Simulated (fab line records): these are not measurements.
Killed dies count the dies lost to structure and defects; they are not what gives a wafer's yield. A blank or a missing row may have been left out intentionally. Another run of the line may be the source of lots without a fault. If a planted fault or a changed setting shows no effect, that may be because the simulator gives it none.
fab line records	flow nand-harc
[record] lots = 11	wafers = 33	last-day = 33
route steps=1302 shown P_CONTACT@235 P_M0@261
lots untouched by any fault: they come from a run of this same line in which no faults occurred
start-h: start of the lot's first displayed wafer, in hours after the record's first day	wait-h: hours since the lot's step before	" same as the row above	L1.1+2: a row that stands for several wafers	- no value, or no start given	* or withheld: withheld	< > ~ a bound
route shown NAME@n: a module of which the file shows steps, and the number in the route of the first	usual: mean and standard deviation over wafers with no fault	same: alike in all rows	chamber/n: place in a boat	sites: per-site readings	_std_site: standard deviation across them	_edge_site: outer sites' mean less inner sites'	radius-mm: how far each site lies from the wafer's centre	mask NAME#n: copy n	behind: the tool/chamber that last shaped the wafer	hold: why the lot went on hold/how many hours it stayed there/how the hold came to an end	device: whichever transistor did not switch (one of n, p or np)	end of line: the route-end tests of the same wafers	a step with no rows: only its recipe	killed: dies lost to structure and defects at the first sort, not the wafer's yield	map: shows each die of a wafer: x if killed, . if not, _ if none is there
set.NAME: the setting that was run; set.NAME@STEP: the one run at that earlier step	model.NAME: the simulator's own value behind a step, which no gauge read
route steps across a sampled set of lots; one table per step, one row per wafer
services: the hour from which a tool's chamber was out of use, counted from the record's first day as start-h (under 0 if before that day), plus the number of hours and why
[[steps]]
[step NHARC_P_CONTACT_DESCUM_17]
[recipe] time-s = 3	o2-flow-sccm = 200	ar-flow-sccm = 0	bias-power-w = 0	chemistry = O2
[usual] chamber-pressure-mTorr = 60.00/0.059	drypump-motor-current-A = 5.7/0.34	oes-product-au = 1.003/0.0091	rf-vpp-V = 57.8/0.93	showerhead-plenum-p-Torr = 1.89/0.078	throttle-valve-pct = 11.313/0.0089
[same] bias-power-w = 0
lot.wafer	tool	chamber	start-h	wait-h	chamber-pressure-mTorr	drypump-motor-current-A	oes-product-au	rf-hours-counter-h	rf-vpp-V	showerhead-plenum-p-Torr	throttle-valve-pct
L920.4	rie-diel-13	2	128.39	0.1	59.93	6.2	1.009	3.2	57.1	1.85	11.306
L920.1	"	0	"	"	60.03	5.6	1.018	2.5	59.5	2.02	11.318
L920.5	"	2	"	"	59.99	6.2	1.002	-	57.5	1.84	11.311
L921.3	rie-diel-08	2	142.39	0.1	59.94	5.9	0.995	5.0	57.5	1.86	11.320
L921.1	"	3	"	"	60.07	6.1	1.025	5.8	59.2	1.96	11.313
L921.5	"	1	"	"	60.08	5.5	1.012	-	57.1	1.81	11.322
L922.3	rie-diel-04	0	145.21	0.1	60.05	5.7	0.985	4.1	56.9	1.94	11.311
L922.1	"	2	"	"	60.06	5.2	0.999	4.0	56.9	1.96	11.321
L922.6	"	0	"	"	59.93	5.7	0.986	-	59.4	1.94	11.316
L923.4	rie-diel-08	2	152.67	0.1	60.03	5.9	0.996	5.4	59.2	1.86	11.305
L923.5	"	1	"	"	60.05	5.4	1.013	-	58.2	1.81	11.312
L923.6	"	2	"	"	60.14	5.9	1.005	-	58.5	1.86	11.319
L926.3	rie-diel-13	0	184.98	0.1	60.02	5.6	1.015	0.1	57.8	2.02	11.317
L926.2	"	1	"	"	60.08	5.0	1.012	0.1	57.8	1.83	11.300
L926.5	"	1	"	"	60.03	5.1	1.007	-	59.7	1.83	11.296
L927.2	rie-diel-04	0	198.40	0.1	59.97	5.7	0.989	0.1	58.9	1.94	11.317
L927.6	"	1	"	"	59.88	5.7	1.002	-	58.7	1.82	11.301
L927.5	"	2	"	"	60.05	5.2	1.008	-	57.9	1.96	11.318
L929.4	rie-diel-13	0	225.09	0.1	59.98	5.6	1.012	1.1	57.7	2.02	11.309
L929.6	"	2	"	"	59.95	6.2	1.001	-	58.2	1.84	11.295
L929.5	"	3	"	"	59.96	6.1	1.013	-	59.0	1.84	11.318
L934.2	rie-diel-13	3	270.50	0.1	60.00	6.1	1.003	1.6	57.4	1.84	11.325
L934.5	"	1	"	"	59.94	5.0	1.023	-	56.9	1.83	11.316
L934.4	"	2	"	"	59.93	6.2	0.993	-	58.8	1.84	11.303
L939.2	rie-diel-08	2	321.13	0.1	59.91	5.8	1.003	5.0	56.8	1.86	11.313
L939.4	"	0	"	"	59.99	5.9	0.990	4.9	58.4	2.03	11.320
L939.6	"	2	"	"	60.03	5.8	0.999	-	57.4	1.86	11.322
L941.1	rie-diel-08	3	333.02	0.1	59.98	6.1	1.010	8.2	58.2	1.96	11.320
L941.4	"	2	"	"	59.97	5.9	0.989	5.7	56.6	1.86	11.302
L941.5	"	3	"	"	59.96	6.1	1.003	-	58.4	1.96	11.306
L942.1	rie-diel-04	3	344.60	0.1	59.99	6.1	0.998	4.0	56.9	1.80	11.312
L942.3	"	0	"	"	59.92	5.7	1.000	3.7	57.9	1.94	11.324
L942.2	"	2	"	"	59.98	5.2	1.007	4.8	57.4	1.96	11.319
[step NHARC_P_CONTACT_ETCH_31]
[recipe] target-depth-a = 300	time-s = 85.7	ion-energy-ev = 120	over-etch-frac = 1	ch3f-flow-sccm = 50	o2-flow-sccm = 30	ar-flow-sccm = 200	rf-w = 500	bias-w = 100	chemistry = CH3F/O2
[usual] chamber-pressure-mTorr = 24.999/0.023	drypump-motor-current-A = 5.7/0.36	oes-product-au = 0.985/0.011	rf-vpp-V = 244.0/1.5	showerhead-plenum-p-Torr = 2.43/0.098	throttle-valve-pct = 20.663/0.0091
lot.wafer	tool	chamber	start-h	wait-h	chamber-pressure-mTorr	drypump-motor-current-A	oes-product-au	rf-hours-counter-h	rf-vpp-V	showerhead-plenum-p-Torr	throttle-valve-pct
L920.1	rie-diel-13	0	-	-	25.013	5.6	0.980	2.8	246.7	2.59	20.676
L920.4	"	2	"	"	24.983	6.2	0.976	3.5	243.2	2.37	20.661
L920.5	"	0	"	"	25.034	5.6	0.992	-	247.1	2.59	20.672
L921.1	rie-diel-08	2	-	-	25.048	5.9	0.985	5.3	243.8	2.39	20.652
L921.3	"	0	"	"	25.026	5.9	0.996	7.2	246.2	2.60	20.666
L921.5	"	2	"	"	25.005	5.9	0.998	-	243.3	2.39	20.670
L922.3	rie-diel-04	2	-	-	25.019	5.2	0.987	4.4	244.7	2.52	20.663
L922.1	"	3	"	"	25.012	6.0	1.005	4.5	241.4	2.32	20.669
L922.6	"	2	"	"	24.993	5.2	0.982	-	244.6	2.52	20.656
L923.4	rie-diel-08	1	-	-	25.007	5.5	0.967	7.2	242.8	2.33	20.665
L923.6	"	2	"	"	24.948	5.9	0.958	-	242.5	2.39	20.679
L923.5	"	3	"	"	25.015	6.1	0.970	-	246.2	2.52	20.656
L926.3	rie-diel-13	1	-	-	25.018	5.1	1.002	0.5	243.6	2.36	20.667
L926.2	"	2	"	"	24.977	6.2	0.983	0.5	244.1	2.37	20.664
L926.5	"	1	"	"	24.970	5.1	1.001	-	242.9	2.36	20.654
L927.2	rie-diel-04	1	-	-	25.021	5.7	0.977	0.6	243.6	2.34	20.670
L927.6	"	2	"	"	25.006	5.2	0.983	-	246.2	2.52	20.648
L927.5	"	3	"	"	24.995	6.1	0.999	-	242.1	2.32	20.654
L929.4	rie-diel-13	2	-	-	25.015	6.2	0.981	1.5	243.6	2.37	20.658
L929.5	"	0	"	"	25.009	5.6	0.961	-	245.3	2.59	20.660
L929.6	"	1	"	"	25.034	5.1	0.980	-	242.4	2.36	20.667
L934.2	rie-diel-13	2	-	-	25.001	6.2	0.970	3.0	242.6	2.37	20.667
L934.5	"	3	"	"	25.001	6.1	0.989	-	242.7	2.36	20.676
L934.4	"	1	"	"	24.996	5.1	0.986	-	242.8	2.36	20.661
L939.2	rie-diel-08	3	-	-	24.997	6.1	0.988	7.8	245.2	2.52	20.652
L939.4	"	0	"	"	24.947	5.9	0.991	5.2	246.9	2.60	20.679
L939.6	"	2	"	"	24.979	5.9	0.980	-	244.2	2.39	20.664
L941.1	rie-diel-08	1	-	-	25.005	5.5	0.989	7.5	242.5	2.33	20.666
L941.4	"	2	"	"	25.056	5.9	0.982	6.1	243.7	2.39	20.669
L941.5	"	3	"	"	25.021	6.1	0.995	-	244.6	2.52	20.668
L942.1	rie-diel-04	0	-	-	25.004	5.7	0.988	4.1	244.8	2.49	20.658
L942.3	"	2	"	"	24.988	5.2	0.991	5.2	244.4	2.52	20.655
L942.2	"	3	"	"	25.045	6.1	0.986	4.4	242.2	2.32	20.648
[step NHARC_P_M0_PEB_07]
[recipe] peb-temp-c = 100	peb-time-s = 65
lot.wafer	tool	chamber	start-h	wait-h
L920.1+4+5	litho-track-06	0	132.15	0.1
L921.1+3+5	litho-track-06	0	146.17	0.1
L922.1+3+6	litho-track-06	0	149.06	0.1
L923.4+5+6	litho-track-06	0	156.58	0.0
L926.2+3+5	litho-track-01	0	189.00	0.1
L927.2+5+6	litho-track-06	0	202.31	0.1
L929.4+5+6	litho-track-04	0	228.88	0.0
L934.2+4+5	litho-track-06	0	274.57	0.1
L939.2+4+6	litho-track-06	0	325.19	0.1
L941.1+4+5	litho-track-04	0	336.96	0.1
L942.1+2+3	litho-track-04	0	348.65	0.1
[step NHARC_P_M0_CD_MEAS_09]
[recipe] target-cd-nm = 90	landing-energy-ev = 500
[usual] cd-nm = 90.0/0.58
[same] landing-energy-ev = 500
lot.wafer	tool	chamber	start-h	wait-h	cd-nm
L920.1	cd-sem-03	0	132.23	-	90.9
L920.4	"	0	"	"	90.0
L920.5	"	0	"	"	90.3
L921.1	cd-sem-03	0	146.26	-	90.3
L921.3	"	0	"	"	90.4
L921.5	"	0	"	"	91.0
L922.1	cd-sem-03	0	149.14	-	90.4
L922.3	"	0	"	"	90.6
L922.6	"	0	"	"	90.4
L923.4	cd-sem-03	0	156.67	-	89.8
L923.5	"	0	"	"	89.1
L923.6	"	0	"	"	90.4
L926.2	cd-sem-03	0	189.09	-	89.9
L926.3	"	0	"	"	89.9
L926.5	"	0	"	"	90.5
L927.2	cd-sem-02	0	202.39	-	89.9
L927.5	"	0	"	"	89.5
L927.6	"	0	"	"	89.8
L929.4	cd-sem-03	0	228.97	-	90.9
L929.5	"	0	"	"	89.5
L929.6	"	0	"	"	88.5
L934.2	cd-sem-03	0	274.65	-	90.5
L934.4	"	0	"	"	89.8
L934.5	"	0	"	"	91.1
L939.2	cd-sem-03	0	325.28	-	90.7
L939.4	"	0	"	"	93.0
L939.6	"	0	"	"	91.3
L941.1	cd-sem-02	0	337.03	-	89.6
L941.4	"	0	"	"	89.4
L941.5	"	0	"	"	90.7
L942.1	cd-sem-01	0	348.73	-	89.8
L942.2	"	0	"	"	90.1
L942.3	"	0	"	"	89.2
[step NHARC_P_M0_DESCUM_14]
[recipe] time-s = 3	o2-flow-sccm = 200	ar-flow-sccm = 0	bias-power-w = 0	chemistry = O2
[usual] chamber-pressure-mTorr = 60.00/0.054	drypump-motor-current-A = 5.6/0.41	oes-product-au = 1.002/0.0093	rf-vpp-V = 57.8/0.87	showerhead-plenum-p-Torr = 1.91/0.1	throttle-valve-pct = 11.312/0.0096
[same] bias-power-w = 0
lot.wafer	tool	chamber	start-h	wait-h	chamber-pressure-mTorr	drypump-motor-current-A	oes-product-au	rf-hours-counter-h	rf-vpp-V	showerhead-plenum-p-Torr	throttle-valve-pct
L920.1	rie-diel-01	0	132.42	0.1	60.02	6.0	1.009	28	56.6	1.84	11.316
L920.4	"	1	"	"	60.02	5.2	0.993	26	57.0	1.90	11.324
L920.5	"	0	"	"	59.92	6.0	1.003	-	57.0	1.84	11.315
L921.3	rie-diel-11	0	146.45	0.1	59.96	5.4	1.020	9	57.7	2.05	11.308
L921.1	"	1	"	"	60.00	6.1	1.005	9	57.2	1.80	11.316
L921.5	"	0	"	"	60.05	5.4	1.013	-	58.3	2.05	11.303
L922.1	rie-diel-01	1	149.32	0.1	59.94	5.3	0.977	36	58.4	1.90	11.308
L922.3	"	3	"	"	59.94	5.8	1.007	38	56.9	1.96	11.312
L922.6	"	2	"	"	59.96	6.4	0.986	-	57.1	1.83	11.308
L923.4	rie-diel-11	1	156.84	0.1	59.94	6.1	1.012	10	58.2	1.80	11.306
L923.5	"	1	"	"	60.07	6.1	0.998	-	56.6	1.80	11.312
L923.6	"	2	"	"	60.07	5.9	0.992	-	58.2	1.82	11.302
L926.2	rie-diel-11	2	189.29	0.1	59.95	5.8	1.004	14	56.0	1.82	11.302
L926.3	"	3	"	"	59.98	5.0	1.008	15	57.1	2.01	11.306
L926.5	"	0	"	"	60.00	5.4	1.006	-	58.7	2.05	11.318
L927.2	rie-diel-11	3	202.60	0.1	59.98	5.1	0.995	17	58.1	2.01	11.317
L927.5	"	0	"	"	59.98	5.4	0.999	-	58.2	2.05	11.310
L927.6	"	1	"	"	59.97	6.1	1.016	-	58.7	1.80	11.326
L929.4	rie-diel-01	3	229.15	0.1	60.02	5.8	1.001	9	56.6	1.95	11.312
L929.5	"	3	"	"	59.96	5.8	1.005	-	59.1	1.95	11.333
L929.6	"	0	"	"	60.04	6.0	0.992	-	58.4	1.83	11.326
L934.2	rie-diel-11	1	274.84	0.1	60.09	6.1	1.000	0	57.6	1.80	11.304
L934.4	"	0	"	"	60.00	5.4	1.009	0	58.6	2.04	11.304
L934.5	"	1	"	"	60.00	6.0	1.004	-	57.3	1.80	11.310
L939.4	rie-diel-11	1	325.47	0.1	59.93	6.1	1.005	8	57.6	1.79	11.301
L939.2	"	2	"	"	60.11	5.8	1.002	9	58.7	1.81	11.305
L939.6	"	2	"	"	59.96	5.8	1.001	-	57.1	1.81	11.318
L941.1	rie-diel-11	2	337.23	0.1	60.06	5.8	0.990	12	56.4	1.81	11.312
L941.4	"	0	"	"	59.97	5.4	1.011	11	58.1	2.04	11.309
L941.5	"	2	"	"	59.97	5.8	1.013	-	57.4	1.81	11.309
L942.3	rie-diel-05	0	348.91	0.1	60.02	5.0	0.989	38	57.8	1.95	11.315
L942.2	"	2	"	"	59.90	5.9	1.002	34	58.0	1.96	11.309
L942.1	"	3	"	"	60.07	5.2	0.987	36	59.5	2.06	11.315
[[services]]
tool	chamber	start-h	hours	kind
rie-diel-04	-	132.37	0.2	repair
rie-diel-13	0	135.62	14.8	repair
rie-diel-13	1	142.03	8.9	repair
rie-diel-01	3	145.31	1.2	repair
rie-diel-13	-	165.00	9.0	pm
rie-diel-04	-	177.90	9.0	pm
litho-track-06	-	179.00	7.0	pm
rie-diel-13	3	183.32	19.9	repair
rie-diel-08	-	190.80	9.0	pm
litho-track-04	-	203.00	7.0	pm
rie-diel-01	-	204.24	9.0	pm
rie-diel-11	3	210.87	4.8	repair
rie-diel-11	-	234.62	0.3	repair
rie-diel-08	2	240.38	14.4	repair
rie-diel-04	0	247.55	6.7	repair
rie-diel-08	0	248.12	31.5	repair
rie-diel-13	3	250.94	1.7	repair
rie-diel-11	-	255.69	9.0	pm
rie-diel-04	3	258.78	2.0	repair
rie-diel-04	3	268.35	9.8	repair
rie-diel-08	-	271.13	0.5	repair
rie-diel-08	0	288.45	7.4	repair
rie-diel-04	1	328.15	17.7	repair
rie-diel-13	-	342.00	9.0	pm
[[key]]
[first-sign] step = NHARC_P_M0_CD_MEAS_09	reading = cd-nm	direction = up	sigmas = 5.2	usual = 90.0	struck = 93.0
effect none on later readings
met-at NHARC_P_M0_PEB_07
struck-lots L939
struck-wafers L939.4
not-acting-at NHARC_P_CONTACT_DESCUM_17,NHARC_P_CONTACT_ETCH_31,NHARC_P_M0_DESCUM_14
onset-between 274.57 325.19
[fault] kind = process-parameter-drift	tool = litho-track-06	chamber = -	onset-h = 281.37	steps = NHARC_P_M0_PEB_07	channel = peb-time-s	offset = *	shape = step	end-h = 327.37	scope = struck-wafers-only	acts-in = *	stated = *
